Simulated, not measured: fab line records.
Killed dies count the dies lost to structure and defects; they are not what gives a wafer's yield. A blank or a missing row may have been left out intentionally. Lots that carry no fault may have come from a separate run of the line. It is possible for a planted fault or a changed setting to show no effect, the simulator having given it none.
fab line records / flow n5_finfet
record: lots: 5 wafers: 14 last_day: 19
route steps=1938 shown BEOL_M7@1310
lots that met no fault: from a run of the same line without faults
start_h: the number of hours between the record's first day and the start of the first shown wafer of the lot / wait_h: hours elapsed since this lot's preceding step / " unchanged from the row above / L1.1+2: one row covering several wafers at once / - no value, or no start given / * or withheld: withheld / < > ~ a bound
route shown NAME@n: a module of which the file shows steps, and the number in the route of the first / usual: mean/standard deviation taken from wafers without a fault / same: alike in all rows / chamber/n: place in a boat / sites: the reading at each site / _std_site: their standard deviation / _edge_site: outer sites' mean less inner sites' / radius_mm: how far each site lies from the wafer's centre / mask NAME#n: copy n / behind: the tool/chamber that last shaped the wafer / hold: why the lot went on hold/how many hours it stayed there/how the hold came to an end / device: transistor that didn't switch, given as n, p or np / end of line: the same wafers' tests at the end of the route / for a step that has no rows: nothing shown but its recipe / killed: dies that structure and defects cost at the first sort, which is not the same as the wafer's yield / map: dies across one wafer; x = killed, . = not, _ = none there
set.NAME: the setting as run; set.NAME@STEP: as run at that earlier step / model.NAME: the simulator's own value behind a step, which no gauge read
lots seen at some steps along the route; tables by step, rows by wafer
services: the hour from which a tool's chamber was out of use, counted from the record's first day as start_h (under 0 if before that day), plus the number of hours and why
== steps ==
step: N5_BEOL_M7_STRIP_80
recipe: chemistry: N2/H2 time_s: 10 power_w: 450 temp_c: 40 pressure_mtorr: 20 rf_frequency_hz: 6e+07 bias_power_w: 7 n2_flow_sccm: 200 h2_flow_sccm: 200
usual: drypump_motor_current_A: 5.6/0.48 h2_flow_sccm: 199.9/0.6 oes_product_au: 0.81/0.095 rf_vpp_V: 59.2/0.94 showerhead_plenum_p_Torr: 2.55/0.097 throttle_valve_pct: 23.62/0.25
lot.wafer=L276.2 tool=rie_diel-06 chamber=3 start_h=- wait_h=- drypump_motor_current_A=5.4 h2_flow_sccm=200.2 oes_product_au=0.69 rf_hours_counter_h=211 rf_vpp_V=60.7 showerhead_plenum_p_Torr=2.52 throttle_valve_pct=23.85
lot.wafer=L276.4 tool=rie_diel-06 chamber=2 start_h=- wait_h=- drypump_motor_current_A=6.5 h2_flow_sccm=199.7 oes_product_au=0.73 rf_hours_counter_h=168 rf_vpp_V=59.2 showerhead_plenum_p_Torr=2.42 throttle_valve_pct=23.34
lot.wafer=L276.6 tool=rie_diel-06 chamber=1 start_h=- wait_h=- drypump_motor_current_A=5.6 h2_flow_sccm=199.7 oes_product_au=0.70 rf_hours_counter_h=- rf_vpp_V=59.9 showerhead_plenum_p_Torr=2.62 throttle_valve_pct=24.08
lot.wafer=L279.1 tool=rie_diel-06 chamber=3 start_h=- wait_h=- drypump_motor_current_A=5.4 h2_flow_sccm=200.3 oes_product_au=0.69 rf_hours_counter_h=214 rf_vpp_V=59.8 showerhead_plenum_p_Torr=2.52 throttle_valve_pct=23.87
lot.wafer=L279.3 tool=rie_diel-06 chamber=2 start_h=- wait_h=- drypump_motor_current_A=6.5 h2_flow_sccm=200.8 oes_product_au=0.74 rf_hours_counter_h=172 rf_vpp_V=58.8 showerhead_plenum_p_Torr=2.42 throttle_valve_pct=23.35
lot.wafer=L279.4 tool=rie_diel-06 chamber=1 start_h=- wait_h=- drypump_motor_current_A=5.6 h2_flow_sccm=200.0 oes_product_au=0.70 rf_hours_counter_h=225 rf_vpp_V=59.9 showerhead_plenum_p_Torr=2.62 throttle_valve_pct=24.08
lot.wafer=L285.1 tool=rie_diel-06 chamber=3 start_h=- wait_h=- drypump_motor_current_A=5.4 h2_flow_sccm=199.3 oes_product_au=0.67 rf_hours_counter_h=239 rf_vpp_V=57.5 showerhead_plenum_p_Torr=2.51 throttle_valve_pct=23.90
lot.wafer=L285.6 tool=rie_diel-06 chamber=1 start_h=- wait_h=- drypump_motor_current_A=5.6 h2_flow_sccm=199.8 oes_product_au=0.68 rf_hours_counter_h=- rf_vpp_V=57.6 showerhead_plenum_p_Torr=2.61 throttle_valve_pct=24.11
lot.wafer=L296.4 tool=rie_diel-06 chamber=0 start_h=- wait_h=- drypump_motor_current_A=5.2 h2_flow_sccm=199.9 oes_product_au=0.86 rf_hours_counter_h=- rf_vpp_V=59.7 showerhead_plenum_p_Torr=2.47 throttle_valve_pct=23.48
lot.wafer=L296.5 tool=rie_diel-06 chamber=2 start_h=- wait_h=- drypump_motor_current_A=6.5 h2_flow_sccm=199.6 oes_product_au=0.71 rf_hours_counter_h=- rf_vpp_V=59.4 showerhead_plenum_p_Torr=2.41 throttle_valve_pct=23.39
lot.wafer=L296.6 tool=rie_diel-06 chamber=3 start_h=- wait_h=- drypump_motor_current_A=5.4 h2_flow_sccm=199.8 oes_product_au=0.66 rf_hours_counter_h=- rf_vpp_V=58.4 showerhead_plenum_p_Torr=2.51 throttle_valve_pct=23.91
lot.wafer=L293.2 tool=rie_diel-03 chamber=2 start_h=- wait_h=- drypump_motor_current_A=5.4 h2_flow_sccm=200.6 oes_product_au=0.88 rf_hours_counter_h=38 rf_vpp_V=60.5 showerhead_plenum_p_Torr=2.69 throttle_valve_pct=23.59
lot.wafer=L293.4 tool=rie_diel-03 chamber=3 start_h=- wait_h=- drypump_motor_current_A=5.5 h2_flow_sccm=200.0 oes_product_au=0.83 rf_hours_counter_h=70 rf_vpp_V=59.6 showerhead_plenum_p_Torr=2.69 throttle_valve_pct=23.47
lot.wafer=L293.5 tool=rie_diel-03 chamber=0 start_h=- wait_h=- drypump_motor_current_A=4.7 h2_flow_sccm=199.5 oes_product_au=0.77 rf_hours_counter_h=- rf_vpp_V=57.5 showerhead_plenum_p_Torr=2.46 throttle_valve_pct=23.36
step: N5_BEOL_M7_OCD_MEAS_38
usual: trench_depth_nm: 93.5/1.1
lot.wafer=L276.2 tool=ocd-01 chamber=- start_h=211.21 wait_h=- trench_depth_nm=92.6
lot.wafer=L276.4 tool=ocd-01 chamber=- start_h=211.21 wait_h=- trench_depth_nm=93.1
lot.wafer=L276.6 tool=ocd-01 chamber=- start_h=211.21 wait_h=- trench_depth_nm=92.8
lot.wafer=L279.1 tool=ocd-02 chamber=- start_h=225.69 wait_h=- trench_depth_nm=93.2
lot.wafer=L279.3 tool=ocd-02 chamber=- start_h=225.69 wait_h=- trench_depth_nm=93.9
lot.wafer=L279.4 tool=ocd-02 chamber=- start_h=225.69 wait_h=- trench_depth_nm=93.0
lot.wafer=L285.1 tool=ocd-01 chamber=- start_h=330.55 wait_h=- trench_depth_nm=93.1
lot.wafer=L285.6 tool=ocd-01 chamber=- start_h=330.55 wait_h=- trench_depth_nm=93.3
lot.wafer=L296.4 tool=ocd-01 chamber=- start_h=365.55 wait_h=- trench_depth_nm=94.0
lot.wafer=L296.5 tool=ocd-01 chamber=- start_h=365.55 wait_h=- trench_depth_nm=93.4
lot.wafer=L296.6 tool=ocd-01 chamber=- start_h=365.55 wait_h=- trench_depth_nm=94.7
lot.wafer=L293.2 tool=ocd-02 chamber=- start_h=365.77 wait_h=- trench_depth_nm=94.9
lot.wafer=L293.4 tool=ocd-02 chamber=- start_h=365.77 wait_h=- trench_depth_nm=92.4
lot.wafer=L293.5 tool=ocd-02 chamber=- start_h=365.77 wait_h=- trench_depth_nm=92.7
step: N5_BEOL_M7_HM_STRIP_39
recipe: chemistry: peroxide_tin_strip material: TiN target_depth_a: 250 temp_c: 50 time_s: 158
step: N5_BEOL_M7_SRD_40
recipe: time_s: 30 temp_c: 23 rinse_liquid: diw dry: ipa_marangoni
step: N5_BEOL_M7_PRECLEAN_42
recipe: chemistry: residue_remover time_s: 60 temp_c: 40
step: N5_BEOL_M7_SRD_43
recipe: time_s: 30 temp_c: 23 rinse_liquid: diw dry: ipa_marangoni
step: N5_BEOL_M7_CD_MEAS_35
recipe: target_cd_nm: 40 polarity: opening
usual: cd_nm: 39.9/0.49
lot.wafer=L276.2 tool=cd_sem-02 chamber=- start_h=211.36 wait_h=0.0 cd_nm=40.4
lot.wafer=L276.4 tool=cd_sem-02 chamber=- start_h=211.36 wait_h=0.0 cd_nm=39.8
lot.wafer=L276.6 tool=cd_sem-02 chamber=- start_h=211.36 wait_h=0.0 cd_nm=40.0
lot.wafer=L279.1 tool=cd_sem-02 chamber=- start_h=225.84 wait_h=0.0 cd_nm=40.1
lot.wafer=L279.3 tool=cd_sem-02 chamber=- start_h=225.84 wait_h=0.0 cd_nm=40.0
lot.wafer=L279.4 tool=cd_sem-02 chamber=- start_h=225.84 wait_h=0.0 cd_nm=40.2
lot.wafer=L285.1 tool=cd_sem-02 chamber=- start_h=330.70 wait_h=0.0 cd_nm=39.7
lot.wafer=L285.6 tool=cd_sem-02 chamber=- start_h=330.70 wait_h=0.0 cd_nm=39.7
lot.wafer=L296.4 tool=cd_sem-03 chamber=- start_h=365.70 wait_h=0.0 cd_nm=39.3
lot.wafer=L296.5 tool=cd_sem-03 chamber=- start_h=365.70 wait_h=0.0 cd_nm=39.2
lot.wafer=L296.6 tool=cd_sem-03 chamber=- start_h=365.70 wait_h=0.0 cd_nm=39.8
lot.wafer=L293.2 tool=cd_sem-02 chamber=- start_h=365.92 wait_h=0.0 cd_nm=39.1
lot.wafer=L293.4 tool=cd_sem-02 chamber=- start_h=365.92 wait_h=0.0 cd_nm=39.4
lot.wafer=L293.5 tool=cd_sem-02 chamber=- start_h=365.92 wait_h=0.0 cd_nm=39.1
step: N5_BEOL_M7_CURE_75
recipe: temp_c: 370 time_s: 120 ambient: DMADMS/He material: SiCOH_lowk
usual: lamp_power_pct: 52.31/0.053 wafer_temp_C_max: 371.4/0.59
lot.wafer=L276.2 tool=uv_cure-03 chamber=0 start_h=211.45 wait_h=0.1 lamp_power_pct=52.30 wafer_temp_C_max=371.3
lot.wafer=L276.4 tool=uv_cure-03 chamber=0 start_h=211.45 wait_h=0.1 lamp_power_pct=52.27 wafer_temp_C_max=371.3
lot.wafer=L276.6 tool=uv_cure-03 chamber=0 start_h=211.45 wait_h=0.1 lamp_power_pct=52.26 wafer_temp_C_max=370.9
lot.wafer=L279.1 tool=uv_cure-03 chamber=1 start_h=226.03 wait_h=0.2 lamp_power_pct=52.34 wafer_temp_C_max=371.5
lot.wafer=L279.3 tool=uv_cure-03 chamber=1 start_h=226.03 wait_h=0.2 lamp_power_pct=52.25 wafer_temp_C_max=371.7
lot.wafer=L279.4 tool=uv_cure-03 chamber=1 start_h=226.03 wait_h=0.2 lamp_power_pct=52.44 wafer_temp_C_max=370.5
lot.wafer=L285.1 tool=uv_cure-02 chamber=1 start_h=330.75 wait_h=0.0 lamp_power_pct=52.29 wafer_temp_C_max=372.1
lot.wafer=L285.6 tool=uv_cure-02 chamber=1 start_h=330.75 wait_h=0.0 lamp_power_pct=52.27 wafer_temp_C_max=372.3
lot.wafer=L296.4 tool=uv_cure-02 chamber=2 start_h=366.04 wait_h=0.3 lamp_power_pct=52.34 wafer_temp_C_max=372.2
lot.wafer=L296.5 tool=uv_cure-02 chamber=2 start_h=366.04 wait_h=0.3 lamp_power_pct=52.37 wafer_temp_C_max=371.7
lot.wafer=L296.6 tool=uv_cure-02 chamber=2 start_h=366.04 wait_h=0.3 lamp_power_pct=52.30 wafer_temp_C_max=372.1
lot.wafer=L293.2 tool=uv_cure-01 chamber=2 start_h=366.24 wait_h=0.3 lamp_power_pct=52.33 wafer_temp_C_max=370.7
lot.wafer=L293.4 tool=uv_cure-01 chamber=2 start_h=366.24 wait_h=0.3 lamp_power_pct=52.33 wafer_temp_C_max=370.8
lot.wafer=L293.5 tool=uv_cure-01 chamber=2 start_h=366.24 wait_h=0.3 lamp_power_pct=52.34 wafer_temp_C_max=370.7
step: N5_BEOL_M7_DEGAS_44
recipe: ambient: vacuum temp_c: 250 time_s: 60
usual: heater_power_w: 355/38
lot.wafer=L276.2 tool=pvd_sputter-02 chamber=- start_h=212.06 wait_h=0.6 heater_power_w=372
lot.wafer=L276.4 tool=pvd_sputter-02 chamber=- start_h=212.06 wait_h=0.6 heater_power_w=383
lot.wafer=L276.6 tool=pvd_sputter-02 chamber=- start_h=212.06 wait_h=0.6 heater_power_w=387
lot.wafer=L279.1 tool=pvd_sputter-01 chamber=- start_h=228.05 wait_h=2.0 heater_power_w=323
lot.wafer=L279.3 tool=pvd_sputter-01 chamber=- start_h=228.05 wait_h=2.0 heater_power_w=388
lot.wafer=L279.4 tool=pvd_sputter-01 chamber=- start_h=228.05 wait_h=2.0 heater_power_w=343
lot.wafer=L285.1 tool=pvd_sputter-03 chamber=- start_h=331.42 wait_h=0.6 heater_power_w=324
lot.wafer=L285.6 tool=pvd_sputter-03 chamber=- start_h=331.42 wait_h=0.6 heater_power_w=306
lot.wafer=L296.4 tool=pvd_sputter-03 chamber=- start_h=366.43 wait_h=0.3 heater_power_w=331
lot.wafer=L296.5 tool=pvd_sputter-03 chamber=- start_h=366.43 wait_h=0.3 heater_power_w=308
lot.wafer=L296.6 tool=pvd_sputter-03 chamber=- start_h=366.43 wait_h=0.3 heater_power_w=332
lot.wafer=L293.2 tool=pvd_sputter-03 chamber=- start_h=366.61 wait_h=0.3 heater_power_w=315
lot.wafer=L293.4 tool=pvd_sputter-03 chamber=- start_h=366.61 wait_h=0.3 heater_power_w=400
lot.wafer=L293.5 tool=pvd_sputter-03 chamber=- start_h=366.61 wait_h=0.3 heater_power_w=301
step: N5_BEOL_M7_PRE_CLEAN_45
recipe: gas: H2/He time_s: 30 temp_c: 250
step: N5_BEOL_M7_ALD_77
recipe: material: TaN target_thk_a: 20 temp_c: 275 ald_precursor_family: PDMAT ald_co_reactant: NH3 pressure_torr: 3 carrier_flow_sccm: 1500 pulse_time_s: 2 purge_time_s: 3 co_reactant_purge_time_s: 2 co_reactant_pulse_time_s: 3 ald_cycles: 40 precursor_vessel_temp_c: 75 precursor_vessel_pressure_torr: 26.25 precursor_vessel_carrier_sccm: 1000
usual: chamber_pressure_Torr: 2.999/0.0068 heater_power_w: 407/55
same: co_reactant_purge_time_s: 2 pulse_time_s: 2
lot.wafer=L276.2 tool=ald_metal-01 chamber=1 start_h=212.18 wait_h=0.1 chamber_pressure_Torr=2.996 heater_power_w=339
lot.wafer=L276.4 tool=ald_metal-01 chamber=2 start_h=212.18 wait_h=0.1 chamber_pressure_Torr=2.998 heater_power_w=432
lot.wafer=L276.6 tool=ald_metal-01 chamber=2 start_h=212.18 wait_h=0.1 chamber_pressure_Torr=3.007 heater_power_w=437
lot.wafer=L279.1 tool=ald_metal-01 chamber=0 start_h=228.17 wait_h=0.1 chamber_pressure_Torr=3.001 heater_power_w=475
lot.wafer=L279.3 tool=ald_metal-01 chamber=2 start_h=228.17 wait_h=0.1 chamber_pressure_Torr=3.002 heater_power_w=432
lot.wafer=L279.4 tool=ald_metal-01 chamber=3 start_h=228.17 wait_h=0.1 chamber_pressure_Torr=3.000 heater_power_w=420
lot.wafer=L285.1 tool=ald_metal-04 chamber=3 start_h=331.55 wait_h=0.1 chamber_pressure_Torr=3.002 heater_power_w=376
lot.wafer=L285.6 tool=ald_metal-04 chamber=3 start_h=331.55 wait_h=0.1 chamber_pressure_Torr=2.987 heater_power_w=380
lot.wafer=L296.4 tool=ald_metal-04 chamber=2 start_h=366.54 wait_h=0.1 chamber_pressure_Torr=2.997 heater_power_w=406
lot.wafer=L296.5 tool=ald_metal-04 chamber=1 start_h=366.54 wait_h=0.1 chamber_pressure_Torr=3.003 heater_power_w=512
lot.wafer=L296.6 tool=ald_metal-04 chamber=2 start_h=366.54 wait_h=0.1 chamber_pressure_Torr=3.004 heater_power_w=405
lot.wafer=L293.2 tool=ald_metal-01 chamber=0 start_h=366.71 wait_h=0.0 chamber_pressure_Torr=2.996 heater_power_w=467
lot.wafer=L293.4 tool=ald_metal-01 chamber=1 start_h=366.71 wait_h=0.0 chamber_pressure_Torr=2.999 heater_power_w=335
lot.wafer=L293.5 tool=ald_metal-01 chamber=1 start_h=366.71 wait_h=0.0 chamber_pressure_Torr=3.006 heater_power_w=339
step: N5_BEOL_M7_SURFACE_TREAT_79
recipe: gas: Ar time_s: * ion_energy_ev: * ion_current_ma_cm2: 0.5 pressure_mtorr: * ar_flow_sccm: 30
step: N5_BEOL_M7_CVD_78
recipe: material: Co target_thk_a: 20 temp_c: withheld precursor: CCTBA/H2 pressure_torr: 30 time_s: 142.3
usual: chamber_pressure_Torr: 29.99/0.065 run_length_s: 165.5/0.52
lot.wafer=L276.2 tool=cvd_co-01 chamber=2 start_h=213.05 wait_h=0.3 chamber_pressure_Torr=30.08 run_length_s=165.9
lot.wafer=L276.4 tool=cvd_co-01 chamber=0 start_h=213.05 wait_h=0.3 chamber_pressure_Torr=30.14 run_length_s=164.6
lot.wafer=L276.6 tool=cvd_co-01 chamber=1 start_h=213.05 wait_h=0.3 chamber_pressure_Torr=29.99 run_length_s=165.6
lot.wafer=L279.1 tool=cvd_co-01 chamber=1 start_h=228.56 wait_h=0.1 chamber_pressure_Torr=29.89 run_length_s=165.3
lot.wafer=L279.3 tool=cvd_co-01 chamber=2 start_h=228.56 wait_h=0.1 chamber_pressure_Torr=29.98 run_length_s=165.8
lot.wafer=L279.4 tool=cvd_co-01 chamber=0 start_h=228.56 wait_h=0.1 chamber_pressure_Torr=29.92 run_length_s=165.0
lot.wafer=L285.1 tool=cvd_co-01 chamber=2 start_h=333.53 wait_h=0.1 chamber_pressure_Torr=29.90 run_length_s=165.7
lot.wafer=L285.6 tool=cvd_co-01 chamber=0 start_h=333.53 wait_h=0.1 chamber_pressure_Torr=29.95 run_length_s=162.9
lot.wafer=L296.4 tool=cvd_co-02 chamber=1 start_h=366.94 wait_h=0.1 chamber_pressure_Torr=30.02 run_length_s=166.2
lot.wafer=L296.5 tool=cvd_co-02 chamber=2 start_h=366.94 wait_h=0.1 chamber_pressure_Torr=29.99 run_length_s=165.1
lot.wafer=L296.6 tool=cvd_co-02 chamber=0 start_h=366.94 wait_h=0.1 chamber_pressure_Torr=29.97 run_length_s=166.1
lot.wafer=L293.2 tool=cvd_co-02 chamber=1 start_h=367.19 wait_h=0.0 chamber_pressure_Torr=29.87 run_length_s=166.4
lot.wafer=L293.4 tool=cvd_co-02 chamber=2 start_h=367.19 wait_h=0.0 chamber_pressure_Torr=30.06 run_length_s=165.1
lot.wafer=L293.5 tool=cvd_co-02 chamber=1 start_h=367.19 wait_h=0.0 chamber_pressure_Torr=29.93 run_length_s=165.8
step: N5_BEOL_M7_SPUTTER_48
recipe: material: Cu target_thk_a: 100 temp_c: -20 bias_v: 60 power_w: 26000 chamber_pressure_pa: 0.13 time_s: 1.667
usual: chamber_pressure_pa: 0.12999/0.00024 throttle_valve_pct: 29.8/1.2
lot.wafer=L276.2 tool=pvd_sputter-02 chamber=- start_h=214.60 wait_h=1.5 chamber_pressure_pa=0.1299 throttle_valve_pct=30.5
lot.wafer=L276.4 tool=pvd_sputter-02 chamber=- start_h=214.60 wait_h=1.5 chamber_pressure_pa=0.12945 throttle_valve_pct=30.2
lot.wafer=L276.6 tool=pvd_sputter-02 chamber=- start_h=214.60 wait_h=1.5 chamber_pressure_pa=0.12978 throttle_valve_pct=30.2
lot.wafer=L279.1 tool=pvd_sputter-03 chamber=- start_h=228.79 wait_h=0.2 chamber_pressure_pa=0.12975 throttle_valve_pct=29.0
lot.wafer=L279.3 tool=pvd_sputter-03 chamber=- start_h=228.79 wait_h=0.2 chamber_pressure_pa=0.13036 throttle_valve_pct=29.4
lot.wafer=L279.4 tool=pvd_sputter-03 chamber=- start_h=228.79 wait_h=0.2 chamber_pressure_pa=0.12999 throttle_valve_pct=31.2
lot.wafer=L285.1 tool=pvd_sputter-03 chamber=- start_h=333.65 wait_h=0.1 chamber_pressure_pa=0.12992 throttle_valve_pct=29.4
lot.wafer=L285.6 tool=pvd_sputter-03 chamber=- start_h=333.65 wait_h=0.1 chamber_pressure_pa=0.12973 throttle_valve_pct=29.5
lot.wafer=L296.4 tool=pvd_sputter-01 chamber=- start_h=367.17 wait_h=0.2 chamber_pressure_pa=0.12981 throttle_valve_pct=30.3
lot.wafer=L296.5 tool=pvd_sputter-01 chamber=- start_h=367.17 wait_h=0.2 chamber_pressure_pa=0.13022 throttle_valve_pct=28.9
lot.wafer=L296.6 tool=pvd_sputter-01 chamber=- start_h=367.17 wait_h=0.2 chamber_pressure_pa=0.12965 throttle_valve_pct=28.3
lot.wafer=L293.2 tool=pvd_sputter-03 chamber=- start_h=367.34 wait_h=0.1 chamber_pressure_pa=0.12998 throttle_valve_pct=32.5
lot.wafer=L293.4 tool=pvd_sputter-03 chamber=- start_h=367.34 wait_h=0.1 chamber_pressure_pa=0.12993 throttle_valve_pct=31.4
lot.wafer=L293.5 tool=pvd_sputter-03 chamber=- start_h=367.34 wait_h=0.1 chamber_pressure_pa=0.13 throttle_valve_pct=28.8
== services ==
tool=ald_metal-04 chamber=- start_h=190.65 hours=1.2 kind=pm
tool=ald_metal-04 chamber=1 start_h=216.54 hours=24.2 kind=repair
tool=cvd_co-01 chamber=- start_h=218.09 hours=2.8 kind=repair
tool=uv_cure-02 chamber=- start_h=231.71 hours=22.2 kind=pm
tool=cvd_co-01 chamber=- start_h=232.07 hours=6.9 kind=pm
tool=uv_cure-03 chamber=- start_h=234.91 hours=7.5 kind=pm
tool=rie_diel-06 chamber=3 start_h=252.54 hours=2.8 kind=repair
tool=ald_metal-01 chamber=3 start_h=259.70 hours=3.6 kind=repair
tool=rie_diel-03 chamber=1 start_h=260.48 hours=6.6 kind=repair
tool=pvd_sputter-02 chamber=- start_h=265.13 hours=12.8 kind=repair
tool=uv_cure-01 chamber=- start_h=273.85 hours=6.0 kind=pm
tool=uv_cure-01 chamber=- start_h=279.85 hours=1.0 kind=pm
tool=ald_metal-01 chamber=1 start_h=289.58 hours=29.9 kind=repair
tool=uv_cure-01 chamber=- start_h=294.23 hours=7.5 kind=pm
tool=ald_metal-01 chamber=3 start_h=315.96 hours=1.6 kind=repair
tool=rie_diel-03 chamber=3 start_h=318.68 hours=3.2 kind=repair
tool=rie_diel-06 chamber=3 start_h=326.10 hours=3.0 kind=repair
tool=cvd_co-01 chamber=- start_h=334.60 hours=2.8 kind=pm
tool=ald_metal-01 chamber=2 start_h=343.01 hours=6.1 kind=repair
tool=ald_metal-04 chamber=- start_h=345.61 hours=1.3 kind=repair
tool=rie_diel-06 chamber=1 start_h=356.46 hours=- kind=clean
tool=rie_diel-06 chamber=1 start_h=356.46 hours=- kind=consumable_replace:focus_ring
tool=rie_diel-06 chamber=1 start_h=356.46 hours=29.5 kind=scheduled_down
tool=pvd_sputter-03 chamber=- start_h=361.72 hours=2.7 kind=repair
== key ==
first_sign: step: N5_BEOL_M7_CVD_78 reading: run_length_s direction: down sigmas: 5 usual: * struck: *
effect none on later readings
met_at N5_BEOL_M7_CVD_78
struck_wafers L285.6
onset_between 228.56 333.53
fault: kind: process_parameter_drift tool: cvd_co-01 chamber: - onset_h: 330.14 steps: N5_BEOL_M7_CVD_78 channel: time_s offset: * shape: step end_h: 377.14 scope: struck_wafers_only acts_in: * stated: *
